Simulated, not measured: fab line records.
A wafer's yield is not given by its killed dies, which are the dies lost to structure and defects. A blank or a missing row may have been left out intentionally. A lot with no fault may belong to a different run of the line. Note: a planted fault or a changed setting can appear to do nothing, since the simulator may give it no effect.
Which tool did it? + flow n5Finfet + 33 wafers from 11 lots sampled at 5 of the route's 1938 steps

## WHAT EACH GAUGE READ, for each wafer
N5_BEOL_M5_THK_MEAS_01. Usual: M5_ILD_THK 120.8 nm, standard deviation 1.6.
| lot  | measured     | on           | M5_ILD_THK (nm)   | flag |
|------|--------------|--------------|-------------------|------|
| L364 | day 8 08:45  | filmMetro-01 | 121.4 123.4 124.0 |      |
| L365 | day 8 11:27  | filmMetro-01 | 120.4 120.8 121.4 |      |
| L367 | day 9 02:53  | filmMetro-02 | 118.3 120.7 121.4 |      |
| L368 | day 9 04:53  | filmMetro-01 | 119.5 118.3 121.9 |      |
| L369 | day 9 09:40  | filmMetro-01 | 119.2 119.8 119.0 |      |
| L370 | day 9 18:21  | filmMetro-02 | 109.0 107.9 121.7 | OFF  |
| L371 | day 10 02:46 | filmMetro-01 | 107.9 108.9 121.4 | OFF  |
| L378 | day 12 02:33 | filmMetro-01 | 119.1 120.5 120.5 |      |
| L384 | day 13 08:25 | filmMetro-01 | 123.5 120.8 124.8 |      |
| L385 | day 14 00:17 | filmMetro-01 | 119.4 121.6 121.0 |      |
| L386 | day 14 03:18 | filmMetro-02 | 120.9 122.3 121.7 |      |

## TOOL THAT RAN EACH LOT (tool first, then ch and the chambers of the sampled wafers, then the start)
| lot  | N5_BEOL_M4_SPUTTER_92       | N5_BEOL_M4_ANNEAL_95        | N5_BEOL_M4_CO_CAP_55            | N5_BEOL_M5_ILD_DEP_00           |
|------|-----------------------------|-----------------------------|---------------------------------|---------------------------------|
| L364 | pvdSputter-02, day 8 05:40  | pvdSputter-02, day 8 05:58  | cvdCo-02 ch 0,1,2, day 8 07:01  | pecvd-01 ch 0,1,2, day 8 08:11  |
| L365 | pvdSputter-01, day 8 08:22  | pvdSputter-01, day 8 08:40  | cvdCo-01 ch 1,2, day 8 09:41    | pecvd-02 ch 0,1,2, day 8 10:52  |
| L367 | pvdSputter-03, day 8 23:48  | pvdSputter-03, day 9 00:06  | cvdCo-01 ch 0,2, day 9 01:07    | pecvd-01 ch 0,1,2, day 9 02:19  |
| L368 | pvdSputter-02, day 9 01:49  | pvdSputter-02, day 9 02:07  | cvdCo-01 ch 0,1, day 9 03:07    | pecvd-04 ch 1,2, day 9 04:19    |
| L369 | pvdSputter-03, day 9 06:25  | pvdSputter-03, day 9 06:43  | cvdCo-02 ch 0,2, day 9 07:43    | pecvd-01 ch 0,1,2, day 9 08:55  |
| L370 | pvdSputter-02, day 9 15:16  | pvdSputter-02, day 9 15:34  | cvdCo-01 ch 0,2, day 9 16:35    | pecvd-01 ch 1,2, day 9 17:47    |
| L371 | pvdSputter-03, day 9 23:25  | pvdSputter-03, day 9 23:43  | cvdCo-02 ch 0,1,2, day 10 01:00 | pecvd-01 ch 0,2, day 10 02:11   |
| L378 | pvdSputter-03, day 11 23:26 | pvdSputter-03, day 11 23:44 | cvdCo-02 ch 0,2, day 12 00:45   | pecvd-02 ch 1, day 12 01:57     |
| L384 | pvdSputter-01, day 13 04:56 | pvdSputter-01, day 13 05:14 | cvdCo-01 ch 0,1, day 13 06:26   | pecvd-04 ch 0,1,2, day 13 07:37 |
| L385 | pvdSputter-02, day 13 21:13 | pvdSputter-02, day 13 21:31 | cvdCo-01 ch 0,2, day 13 22:31   | pecvd-01 ch 0,1, day 13 23:43   |
| L386 | pvdSputter-03, day 14 00:09 | pvdSputter-03, day 14 00:27 | cvdCo-01 ch 0,1,2, day 14 01:31 | pecvd-04 ch 0,1,2, day 14 02:43 |
- N5_BEOL_M4_SPUTTER_92: material Cu, target thk 4.5 nm, time 8.29 s.
- N5_BEOL_M4_ANNEAL_95: time 240 s.
- N5_BEOL_M4_CO_CAP_55: material Co, precursor CCTBA/H2, target thk 2 nm, time 102.1 s.
- N5_BEOL_M5_ILD_DEP_00: deposits SiCOH lowk from DEMS/porogen, target thk 140.64 nm, time 25.9 s.

## AS READ BY THE TOOLS THEMSELVES (means over the sampled wafers that have a number; for cases with no such wafer, the mark the record gives instead)
N5_BEOL_M4_SPUTTER_92. Usual: throttleValvePct 30.1 %, standard deviation 1.1.
| lot  | tool          | throttleValvePct (%) | flag |
|------|---------------|----------------------|------|
| L364 | pvdSputter-02 | 31.1                 |      |
| L365 | pvdSputter-01 | 30.3                 |      |
| L367 | pvdSputter-03 | 30.3                 |      |
| L368 | pvdSputter-02 | 31.1                 |      |
| L369 | pvdSputter-03 | 30.4                 |      |
| L370 | pvdSputter-02 | 29.5                 |      |
| L371 | pvdSputter-03 | 29.9                 |      |
| L378 | pvdSputter-03 | 30.8                 |      |
| L384 | pvdSputter-01 | 30.1                 |      |
| L385 | pvdSputter-02 | 30.0                 |      |
| L386 | pvdSputter-03 | 30.2                 |      |

N5_BEOL_M4_ANNEAL_95. Usual: heaterPowerW 851 W, standard deviation 69.
| lot  | tool          | heaterPowerW (W) | flag |
|------|---------------|------------------|------|
| L364 | pvdSputter-02 | 884              |      |
| L365 | pvdSputter-01 | 801              |      |
| L367 | pvdSputter-03 | 832              |      |
| L368 | pvdSputter-02 | 881              |      |
| L369 | pvdSputter-03 | 838              |      |
| L370 | pvdSputter-02 | 916              |      |
| L371 | pvdSputter-03 | 801              |      |
| L378 | pvdSputter-03 | 868              |      |
| L384 | pvdSputter-01 | 814              |      |
| L385 | pvdSputter-02 | 918              |      |
| L386 | pvdSputter-03 | 834              |      |

N5_BEOL_M4_CO_CAP_55. Usual: chamberPressureTorr 30.00 Torr, standard deviation 0.066; heaterPowerW 240 W, standard deviation 40.
| lot  | tool     | chamberPressureTorr (Torr) | heaterPowerW (W) | flag |
|------|----------|----------------------------|------------------|------|
| L364 | cvdCo-02 | 30.01                      | 242              |      |
| L365 | cvdCo-01 | 30.11                      | 238              |      |
| L367 | cvdCo-01 | 30.00                      | 209              |      |
| L368 | cvdCo-01 | 30.02                      | 260              |      |
| L369 | cvdCo-02 | 30.02                      | 212              |      |
| L370 | cvdCo-01 | 30.04                      | 210              |      |
| L371 | cvdCo-02 | 29.99                      | 246              |      |
| L378 | cvdCo-02 | 29.98                      | 211              |      |
| L384 | cvdCo-01 | 29.98                      | 257              |      |
| L385 | cvdCo-01 | 29.98                      | 211              |      |
| L386 | cvdCo-01 | 29.94                      | 235              |      |

N5_BEOL_M5_ILD_DEP_00. Usual: chamberPressureTorr 4.998 Torr, standard deviation 0.0099; heaterPowerW 323 W, standard deviation 44; rfFwdPowerW 494.6 W, standard deviation 1.9; showerheadPlenumPTorr 5.748 Torr, standard deviation 0.021; throttleValvePct 14.0 %, standard deviation 0.94.
| lot  | tool     | chamberPressureTorr (Torr) | heaterPowerW (W) | rfFwdPowerW (W) | showerheadPlenumPTorr (Torr) | throttleValvePct (%) | flag |
|------|----------|----------------------------|------------------|-----------------|------------------------------|----------------------|------|
| L364 | pecvd-01 | 5.005                      | 297              | 495.9           | 5.748                        | 14.0                 |      |
| L365 | pecvd-02 | 4.999                      | 311              | 493.7           | 5.715                        | 13.8                 |      |
| L367 | pecvd-01 | 4.997                      | 330              | 494.6           | 5.756                        | 14.4                 |      |
| L368 | pecvd-04 | 4.993                      | 377              | 492.1           | 5.748                        | 14.0                 |      |
| L369 | pecvd-01 | 5.010                      | 322              | 495.6           | 5.757                        | 14.2                 |      |
| L370 | pecvd-01 | 5.006                      | 342              | 493.8           | 5.768                        | 14.7                 |      |
| L371 | pecvd-01 | 5.003                      | 291              | 496.7           | 5.739                        | 13.5                 |      |
| L378 | pecvd-02 | 4.998                      | 226              | 491.5           | 5.725                        | 13.6                 |      |
| L384 | pecvd-04 | 4.998                      | 350              | 491.7           | 5.746                        | 13.9                 |      |
| L385 | pecvd-01 | 5.007                      | 310              | 494.7           | 5.745                        | 14.4                 |      |
| L386 | pecvd-04 | 4.993                      | 325              | 495.3           | 5.756                        | 13.9                 |      |

## THE ANSWER, worked out from the rows above alone
Rule: lot off if the mean of its wafers having a number is beyond 3 standard deviations from the usual mean. A lot without any number at a reading at which 4 lots or more have one is off too. Where the step has rows for the other lots, those lots are counted as sound. The gauges are gone through in route order, then the tools' own readings, and for those a lot's mean is taken as printed above. The first step at which some lot is off is used, and at that step the reading that is off furthest; a lot without a number counts as furthest.
Off: L370, L371, seen at N5_BEOL_M5_THK_MEAS_01 (M5_ILD_THK).
If a tool, at a process step before that reading, ran all the lots that are off and no sound lot after the first of them, it fits. Those tools and the gauges at N5_BEOL_M5_THK_MEAS_01 are tried in the same way. None of those tried fits.

## WHAT WAS PUT IN BY THE SIMULATOR
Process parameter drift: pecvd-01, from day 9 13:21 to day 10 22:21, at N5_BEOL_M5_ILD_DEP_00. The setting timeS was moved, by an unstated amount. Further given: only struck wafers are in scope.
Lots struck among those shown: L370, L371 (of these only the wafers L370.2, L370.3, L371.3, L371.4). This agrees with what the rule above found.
